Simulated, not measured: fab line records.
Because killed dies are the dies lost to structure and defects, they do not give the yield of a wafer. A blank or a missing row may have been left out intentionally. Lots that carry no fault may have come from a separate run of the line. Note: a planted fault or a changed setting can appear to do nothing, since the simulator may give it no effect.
fab line records	flow n5-finfet	part 1 of 2: steps 1 to 3 of 6
record: lots: 21	wafers: 63	last-day: 17
route steps=1938 shown HKMG_FIN@433 GATE_CUT@470
lots that met no fault: taken from a fault-free run of the same line
start-h: start of the lot's first displayed wafer, in hours after the record's first day	wait-h: how many hours have passed since the lot's step before this one	" as in the row above	L1.1+2: a single row standing in for several wafers	- value missing, or start not given	* or withheld: withheld	< > ~ a bound
route shown NAME@n: NAME is a module with steps in the file, n the number in the route of the first one	usual: mean/standard deviation taken from wafers without a fault	same: alike in all rows	chamber/n: place in a boat	sites: the reading at each site	_std_site: standard deviation across them	_edge_site: outer sites' mean less inner sites'	radius-mm: how far each site lies from the wafer's centre	mask NAME#n: copy n	behind: the most recent tool/chamber to have shaped the wafer	hold: why the lot was held/for how many hours/how that ended	device: transistor that didn't switch, given as n, p or np	end of line: at the end of the route, the tests of the same wafers	where a step has no rows: the recipe by itself	killed: not the wafer's yield, but the dies lost to structure and defects at the first sort	map: a wafer's dies, marking killed ones x, the rest . and places with no die _
set.NAME: the run value of the setting; set.NAME@STEP: its run value at that earlier step	model.NAME: the simulator's own value behind a step, which no gauge read
route steps across a sampled set of lots; one table per step, one row per wafer
services: from which hour (start-h, from the record's first day; less than 0 if before it) a tool's chamber was out of use, for how many hours, and why
== steps ==
step: N5_HKMG_FIN_DESCUM_17
recipe: chemistry: O2	time-s: 7.9	source-power-w: 50	bias-power-w: 20	pressure-mtorr: 20	rf-frequency-hz: 2.712e+07	temp-c: 40	resist: CAR-ArF	o2-flow-sccm: 225
usual: drypump-motor-current-A: 5.8/0.49	oes-product-au: 0.75/0.06	rf-fwd-power-W: 49.48/0.2	rf-vpp-V: 243.4/1.4	showerhead-plenum-p-Torr: 2.11/0.07	throttle-valve-pct: 20.38/0.2
lot.wafer	tool	chamber	start-h	wait-h	drypump-motor-current-A	oes-product-au	rf-fwd-power-W	rf-hours-counter-h	rf-vpp-V	showerhead-plenum-p-Torr	throttle-valve-pct
L074.3	rie-diel-03	1	74.18	0.0	5.7	0.83	49.41	67	244.9	2.21	20.01
L074.5	"	2	"	"	6.6	0.74	49.63	-	244.2	2.17	20.67
L074.6	"	1	"	"	5.6	0.84	49.37	-	244.4	2.21	20.02
L075.3	rie-diel-01	0	79.67	0.0	5.5	0.71	49.23	217	243.4	2.15	20.18
L075.4	"	2	"	"	5.3	0.85	49.32	50	243.8	2.23	20.18
L075.5	"	3	"	"	5.1	0.87	49.66	-	245.1	2.22	20.00
L076.2	rie-diel-01	0	89.18	0.0	5.5	0.71	49.04	220	245.0	2.15	20.19
L076.4	"	2	"	"	5.4	0.86	49.29	53	244.3	2.23	20.17
L076.5	"	3	"	"	5.1	0.87	49.57	-	247.2	2.22	20.01
L077.1	rie-diel-01	2	93.24	0.0	5.4	0.85	49.57	55	245.7	2.23	20.19
L077.3	"	3	"	"	5.1	0.87	49.75	29	245.3	2.22	20.01
L077.5	"	1	"	"	6.1	0.75	49.18	-	241.5	2.00	20.21
L078.4	rie-diel-05	0	103.66	0.1	5.2	0.74	49.74	192	243.8	2.17	20.51
L078.5	"	0	"	"	5.2	0.72	49.51	-	244.1	2.17	20.50
L078.6	"	1	"	"	6.2	0.72	49.78	-	241.6	2.07	20.43
L079.2	rie-diel-05	1	107.68	0.9	6.2	0.72	49.78	213	242.9	2.06	20.43
L079.3	"	2	"	"	6.3	0.73	49.38	167	243.8	2.09	20.51
L079.6	"	0	"	"	5.2	0.73	49.55	-	243.1	2.17	20.51
L080.2	rie-diel-05	3	117.11	0.7	5.4	0.75	49.31	167	243.3	2.08	20.51
L080.3	"	2	"	"	6.3	0.72	49.74	172	243.9	2.09	20.53
L080.5	"	1	"	"	6.2	0.72	49.52	-	243.2	2.06	20.44
L081.1	rie-diel-05	2	121.02	0.1	6.3	0.73	49.32	174	243.5	2.09	20.51
L081.3	"	0	"	"	5.2	0.73	49.95	200	244.7	2.17	20.52
L081.6	"	2	"	"	6.3	0.73	49.49	-	241.4	2.09	20.53
L082.1	rie-diel-05	3	130.05	0.4	5.4	0.74	49.52	171	242.9	2.08	20.51
L082.4	"	2	"	"	6.3	0.72	49.44	177	242.6	2.08	20.53
L082.6	"	1	"	"	6.2	0.72	49.64	-	243.7	2.06	20.44
L083.1	rie-diel-01	3	132.10	0.0	5.1	0.84	49.77	45	245.2	2.21	20.06
L083.3	"	1	"	"	6.1	0.73	49.25	180	241.6	2.00	20.24
L083.4	"	0	"	"	5.5	0.69	49.03	-	245.3	2.15	20.19
L085.3	rie-diel-05	3	150.93	0.0	5.4	0.73	49.71	179	243.1	2.08	20.50
L085.4	"	2	"	"	6.3	0.71	49.67	185	244.1	2.08	20.53
L085.6	"	2	"	"	6.3	0.71	49.37	-	243.6	2.08	20.55
L086.2	rie-diel-01	2	155.25	0.0	5.4	0.84	49.48	65	245.6	2.22	20.20
L086.4	"	3	"	"	5.1	0.83	49.64	54	246.5	2.21	20.06
L086.5	"	0	"	"	5.5	0.69	49.36	-	243.4	2.14	20.22
L087.2	rie-diel-03	2	160.35	0.0	6.5	0.71	49.28	201	244.7	2.16	20.71
L087.3	"	0	"	"	6.3	0.92	49.57	21	241.9	2.05	20.32
L087.6	"	2	"	"	6.6	0.72	49.43	-	245.1	2.16	20.69
L088.4	rie-diel-03	0	162.52	0.2	6.3	0.91	49.70	22	242.4	2.05	20.32
L088.5	"	3	"	"	6.3	0.78	49.46	-	242.7	2.01	20.28
L088.6	"	0	"	"	6.3	0.92	49.58	-	241.4	2.05	20.32
L089.1	rie-diel-05	3	167.94	0.0	5.4	0.73	49.29	186	243.5	2.07	20.50
L089.3	"	0	"	"	5.2	0.71	49.61	216	244.0	2.16	20.53
L089.4	"	2	"	"	6.3	0.72	49.40	192	242.8	2.08	20.56
L090.1	rie-diel-03	1	173.16	0.0	5.7	0.79	49.39	100	244.9	2.20	20.06
L090.2	"	2	"	"	6.6	0.72	49.64	206	246.4	2.16	20.69
L090.6	"	1	"	"	5.7	0.79	49.49	-	243.3	2.20	20.07
L091.1	rie-diel-05	1	179.64	0.0	6.2	0.71	49.67	243	242.8	2.05	20.47
L091.2	"	3	"	"	5.4	0.73	49.27	190	242.6	2.07	20.52
L091.3	"	2	"	"	6.3	0.70	49.51	196	242.9	2.08	20.59
L092.2	rie-diel-01	1	181.44	0.0	6.1	0.72	49.30	198	240.9	1.99	20.25
L092.3	"	2	"	"	5.4	0.82	49.38	75	243.9	2.22	20.23
L092.6	"	3	"	"	5.1	0.82	49.60	-	244.7	2.21	20.08
L093.1	rie-diel-05	0	192.03	0.0	5.2	0.70	49.45	225	244.2	2.16	20.56
L093.2	"	1	"	"	6.1	0.70	49.66	247	241.5	2.05	20.47
L093.6	"	3	"	"	5.3	0.72	48.92	-	243.1	2.07	20.55
L095.2	rie-diel-03	0	204.18	0.0	6.3	0.88	49.60	35	241.4	2.05	20.33
L095.3	"	1	"	"	5.7	0.79	49.41	109	244.4	2.20	20.07
L095.5	"	3	"	"	6.3	0.77	49.27	-	241.3	2.01	20.30
L097.4	rie-diel-03	2	212.01	0.1	6.6	0.70	49.59	218	244.0	2.15	20.73
L097.5	"	0	"	"	6.3	0.88	49.61	-	243.0	2.05	20.33
L097.6	"	1	"	"	5.6	0.78	49.67	-	245.2	2.20	20.09
step: N5_HKMG_FIN_ETCH_32
recipe: chemistry: N2/H2	target: SOC	target-depth-a: 2400	temp-c: 40	time-s: 300	ion-energy-ev: 200	mask-material: SiARC	pressure-mtorr: 30	source-w: 840	bias-w: 150	n2-flow-sccm: 200	h2-flow-sccm: 200
usual: drypump-motor-current-A: 5.8/0.49	oes-product-au: 0.75/0.062	rf-fwd-power-W: 838.8/2.7	rf-vpp-V: 524.6/2.4	showerhead-plenum-p-Torr: 2.57/0.084	throttle-valve-pct: 17.82/0.24
lot.wafer	tool	chamber	start-h	wait-h	drypump-motor-current-A	oes-product-au	rf-fwd-power-W	rf-hours-counter-h	rf-vpp-V	showerhead-plenum-p-Torr	throttle-valve-pct
L074.3	rie-diel-03	1	74.27	0.0	5.6	0.83	840.2	67	527.5	2.68	17.29
L074.5	"	2	"	"	6.6	0.72	838.4	-	527.2	2.64	18.16
L074.6	"	1	"	"	5.7	0.83	840.0	-	529.1	2.68	17.30
L075.3	rie-diel-01	0	79.76	0.0	5.5	0.71	839.7	217	526.2	2.62	17.62
L075.4	"	2	"	"	5.4	0.85	837.7	50	527.2	2.70	17.55
L075.5	"	3	"	"	5.1	0.86	838.1	-	528.7	2.71	17.57
L076.2	rie-diel-01	0	89.27	0.0	5.5	0.71	833.9	220	525.8	2.62	17.63
L076.4	"	2	"	"	5.4	0.85	838.7	53	527.7	2.70	17.57
L076.5	"	3	"	"	5.1	0.86	840.0	-	528.6	2.71	17.57
L077.1	rie-diel-01	2	93.33	0.0	5.4	0.85	843.9	55	526.9	2.70	17.58
L077.3	"	3	"	"	5.1	0.86	843.2	29	526.8	2.71	17.58
L077.5	"	1	"	"	6.1	0.73	843.5	-	521.7	2.43	17.60
L078.4	rie-diel-05	0	103.75	0.0	5.2	0.72	839.0	193	525.5	2.63	17.90
L078.5	"	0	"	"	5.2	0.73	840.3	-	527.1	2.63	17.90
L078.6	"	1	"	"	6.2	0.73	838.7	-	524.0	2.52	17.97
L079.2	rie-diel-05	1	107.77	0.0	6.1	0.72	833.9	213	522.8	2.51	17.95
L079.3	"	2	"	"	6.3	0.73	842.1	168	522.3	2.54	17.99
L079.6	"	0	"	"	5.2	0.73	836.4	-	527.9	2.63	17.91
L080.2	rie-diel-05	3	117.20	0.0	5.4	0.74	834.4	167	524.2	2.55	17.98
L080.3	"	2	"	"	6.3	0.72	837.7	172	523.5	2.54	17.99
L080.5	"	1	"	"	6.2	0.73	838.2	-	523.4	2.51	17.96
L081.1	rie-diel-05	2	121.11	0.0	6.3	0.72	840.2	174	524.1	2.54	17.99
L081.3	"	0	"	"	5.2	0.71	843.1	200	525.7	2.62	17.93
L081.6	"	2	"	"	6.3	0.71	841.1	-	522.8	2.54	17.97
L082.1	rie-diel-05	3	130.14	0.0	5.4	0.73	840.7	171	522.3	2.54	17.99
L082.4	"	2	"	"	6.3	0.71	841.5	177	522.8	2.54	17.99
L082.6	"	1	"	"	6.1	0.72	842.0	-	524.9	2.51	18.00
L083.1	rie-diel-01	3	132.20	0.0	5.1	0.84	838.5	45	528.7	2.70	17.61
L083.3	"	1	"	"	6.1	0.72	837.3	180	520.6	2.43	17.63
L083.4	"	0	"	"	5.5	0.70	835.2	-	527.8	2.61	17.65
L085.3	rie-diel-05	3	151.02	0.0	5.3	0.73	841.4	179	525.1	2.54	17.99
L085.4	"	2	"	"	6.3	0.71	837.5	185	523.7	2.53	18.00
L085.6	"	2	"	"	6.3	0.71	842.9	-	522.7	2.53	18.02
L086.2	rie-diel-01	2	155.34	0.0	5.4	0.84	836.9	65	526.5	2.69	17.60
L086.4	"	3	"	"	5.1	0.81	840.9	54	528.4	2.70	17.63
L086.5	"	0	"	"	5.5	0.69	836.1	-	526.9	2.61	17.68
L087.2	rie-diel-03	2	160.44	0.0	6.6	0.71	836.8	202	526.7	2.63	18.22
L087.3	"	0	"	"	6.3	0.92	842.8	21	521.8	2.48	17.58
L087.6	"	2	"	"	6.6	0.71	837.8	-	525.3	2.63	18.24
L088.4	rie-diel-03	0	162.61	0.0	6.3	0.91	835.6	22	522.6	2.48	17.57
L088.5	"	3	"	"	6.3	0.79	831.6	-	520.5	2.44	17.63
L088.6	"	0	"	"	6.3	0.92	840.8	-	521.5	2.48	17.59
L089.1	rie-diel-05	3	168.03	0.0	5.4	0.73	838.7	186	522.3	2.54	18.01
L089.3	"	0	"	"	5.2	0.71	839.0	216	526.2	2.62	17.93
L089.4	"	2	"	"	6.3	0.70	836.3	192	524.2	2.53	18.00
L090.1	rie-diel-03	1	173.25	0.0	5.7	0.79	838.4	100	527.2	2.66	17.35
L090.2	"	2	"	"	6.6	0.71	836.2	206	526.2	2.63	18.26
L090.6	"	1	"	"	5.7	0.79	840.4	-	528.2	2.66	17.34
L091.1	rie-diel-05	1	179.73	0.0	6.1	0.69	836.8	243	523.7	2.50	18.01
L091.2	"	3	"	"	5.3	0.72	839.9	190	524.0	2.54	18.02
L091.3	"	2	"	"	6.3	0.69	834.9	196	524.8	2.53	18.01
L092.2	rie-diel-01	1	181.53	0.0	6.1	0.70	835.1	198	519.5	2.42	17.70
L092.3	"	2	"	"	5.4	0.82	839.9	75	526.7	2.69	17.60
L092.6	"	3	"	"	5.1	0.80	842.4	-	527.6	2.69	17.66
L093.1	rie-diel-05	0	192.12	0.0	5.2	0.69	838.2	225	524.9	2.61	17.95
L093.2	"	1	"	"	6.2	0.70	837.2	247	523.7	2.50	18.01
L093.6	"	3	"	"	5.3	0.71	833.5	-	523.5	2.53	18.02
L095.2	rie-diel-03	0	204.28	0.0	6.3	0.89	838.8	35	522.7	2.48	17.61
L095.3	"	1	"	"	5.7	0.78	833.7	109	527.3	2.66	17.36
L095.5	"	3	"	"	6.3	0.78	834.6	-	521.4	2.44	17.65
L097.4	rie-diel-03	2	212.10	0.0	6.6	0.69	841.3	218	526.3	2.62	18.26
L097.5	"	0	"	"	6.3	0.88	841.7	-	522.1	2.48	17.60
L097.6	"	1	"	"	5.7	0.78	838.0	-	527.6	2.66	17.39
step: N5_HKMG_FIN_STRIP_92
recipe: chemistry: N2/H2	material: SOC	time-s: 20	power-w: 500	temp-c: 40	pressure-mtorr: 50	rf-frequency-hz: 6e+07	bias-power-w: 8	h2-frac: 0.5	n2-flow-sccm: 300	h2-flow-sccm: 300
usual: drypump-motor-current-A: 5.8/0.49	oes-product-au: 0.75/0.061	rf-fwd-power-W: 496.9/1.7	rf-vpp-V: 54.3/0.91	showerhead-plenum-p-Torr: 3.39/0.11	throttle-valve-pct: 19.0/0.35
lot.wafer	tool	chamber	start-h	wait-h	drypump-motor-current-A	oes-product-au	rf-fwd-power-W	rf-hours-counter-h	rf-vpp-V	showerhead-plenum-p-Torr	throttle-valve-pct
L074.3	rie-diel-03	1	74.63	0.1	5.7	0.83	496.6	67	55.9	3.53	18.2
L074.5	"	2	"	"	6.6	0.73	496.4	-	53.6	3.48	19.6
L074.6	"	1	"	"	5.7	0.83	494.9	-	54.1	3.53	18.2
L075.3	rie-diel-01	0	80.12	0.1	5.5	0.71	493.6	217	53.1	3.46	18.7
L075.4	"	2	"	"	5.4	0.86	496.4	50	53.5	3.55	18.9
L075.5	"	3	"	"	5.1	0.86	497.9	-	54.3	3.57	19.0
L076.2	rie-diel-01	0	89.63	0.1	5.5	0.70	492.8	220	54.7	3.46	18.7
L076.4	"	2	"	"	5.4	0.86	499.4	53	54.1	3.55	18.9
L076.5	"	3	"	"	5.1	0.86	498.9	-	54.2	3.57	19.0
L077.1	rie-diel-01	2	93.69	0.1	5.4	0.84	496.1	55	56.4	3.55	18.9
L077.3	"	3	"	"	5.1	0.86	499.9	29	54.0	3.57	19.0
L077.5	"	1	"	"	6.1	0.74	494.4	-	53.7	3.22	18.6
L078.4	rie-diel-05	0	104.11	0.1	5.2	0.73	497.0	193	54.6	3.46	19.1
L078.5	"	0	"	"	5.2	0.73	496.9	-	55.5	3.46	19.1
L078.6	"	1	"	"	6.2	0.73	497.4	-	52.7	3.32	19.3
L079.2	rie-diel-05	1	108.13	0.1	6.2	0.74	497.1	213	54.4	3.32	19.3
L079.3	"	2	"	"	6.3	0.73	497.4	168	55.3	3.36	19.2
L079.6	"	0	"	"	5.2	0.74	498.2	-	54.9	3.46	19.1
L080.2	rie-diel-05	3	117.56	0.1	5.4	0.74	496.8	167	52.2	3.36	19.0
L080.3	"	2	"	"	6.3	0.72	498.2	172	53.2	3.35	19.2
L080.5	"	1	"	"	6.2	0.73	497.4	-	54.8	3.32	19.3
L081.1	rie-diel-05	2	121.47	0.1	6.3	0.71	497.1	174	55.4	3.35	19.2
L081.3	"	0	"	"	5.2	0.72	499.5	201	54.5	3.46	19.1
L081.6	"	2	"	"	6.3	0.72	500.5	-	53.2	3.35	19.2
L082.1	rie-diel-05	3	130.50	0.1	5.4	0.74	495.6	171	53.7	3.36	19.1
L082.4	"	2	"	"	6.3	0.72	495.9	177	53.9	3.35	19.2
L082.6	"	1	"	"	6.2	0.73	498.8	-	53.5	3.32	19.3
L083.1	rie-diel-01	3	132.55	0.1	5.1	0.83	497.1	45	55.2	3.56	19.1
L083.3	"	1	"	"	6.1	0.72	496.6	180	54.6	3.21	18.7
L083.4	"	0	"	"	5.5	0.69	494.2	-	54.6	3.45	18.7
L085.3	rie-diel-05	3	151.38	0.1	5.4	0.72	495.4	179	55.1	3.35	19.1
L085.4	"	2	"	"	6.3	0.70	498.5	185	54.7	3.35	19.2
L085.6	"	2	"	"	6.3	0.71	497.0	-	54.1	3.35	19.2
L086.2	rie-diel-01	2	155.70	0.1	5.4	0.83	497.4	65	55.3	3.55	18.9
L086.4	"	3	"	"	5.1	0.81	497.0	54	54.1	3.56	19.1
L086.5	"	0	"	"	5.5	0.68	493.6	-	55.8	3.44	18.7
L087.2	rie-diel-03	2	160.80	0.1	6.6	0.72	495.6	202	53.7	3.47	19.6
L087.3	"	0	"	"	6.3	0.93	501.3	21	55.8	3.28	18.6
L087.6	"	2	"	"	6.6	0.71	497.3	-	53.7	3.47	19.6
L088.4	rie-diel-03	0	162.97	0.1	6.3	0.91	497.1	22	54.5	3.28	18.6
L088.5	"	3	"	"	6.3	0.78	497.0	-	54.0	3.23	18.6
L088.6	"	0	"	"	6.3	0.91	495.6	-	53.7	3.28	18.6
L089.1	rie-diel-05	3	168.39	0.1	5.3	0.72	494.8	186	53.2	3.35	19.1
L089.3	"	0	"	"	5.2	0.71	496.6	216	54.8	3.45	19.2
L089.4	"	2	"	"	6.3	0.70	495.4	192	52.5	3.34	19.2
L090.1	rie-diel-03	1	173.61	0.1	5.7	0.79	495.5	100	54.8	3.51	18.3
L090.2	"	2	"	"	6.6	0.71	496.4	206	53.5	3.46	19.6
L090.6	"	1	"	"	5.7	0.80	497.6	-	54.2	3.51	18.3
L091.1	rie-diel-05	1	180.09	0.1	6.1	0.70	499.5	243	54.2	3.31	19.4
L091.2	"	3	"	"	5.4	0.72	496.0	191	55.8	3.35	19.1
L091.3	"	2	"	"	6.3	0.69	497.5	196	53.7	3.34	19.3
L092.2	rie-diel-01	1	181.89	0.1	6.1	0.71	499.8	198	54.9	3.20	18.7
L092.3	"	2	"	"	5.4	0.82	496.9	75	55.4	3.54	18.9
L092.6	"	3	"	"	5.1	0.81	499.4	-	55.5	3.55	19.1
L093.1	rie-diel-05	0	192.48	0.1	5.2	0.70	497.5	226	54.8	3.45	19.2
L093.2	"	1	"	"	6.2	0.70	496.4	247	54.2	3.30	19.4
L093.6	"	3	"	"	5.4	0.72	497.7	-	54.5	3.35	19.1
L095.2	rie-diel-03	0	204.64	0.1	6.3	0.90	497.8	35	53.4	3.28	18.6
L095.3	"	1	"	"	5.6	0.79	499.5	110	54.0	3.51	18.3
L095.5	"	3	"	"	6.3	0.78	496.5	-	54.9	3.22	18.7
L097.4	rie-diel-03	2	212.46	0.1	6.6	0.70	497.2	218	55.0	3.46	19.7
L097.5	"	0	"	"	6.3	0.89	498.4	-	53.5	3.28	18.6
L097.6	"	1	"	"	5.7	0.78	497.8	-	52.8	3.51	18.3
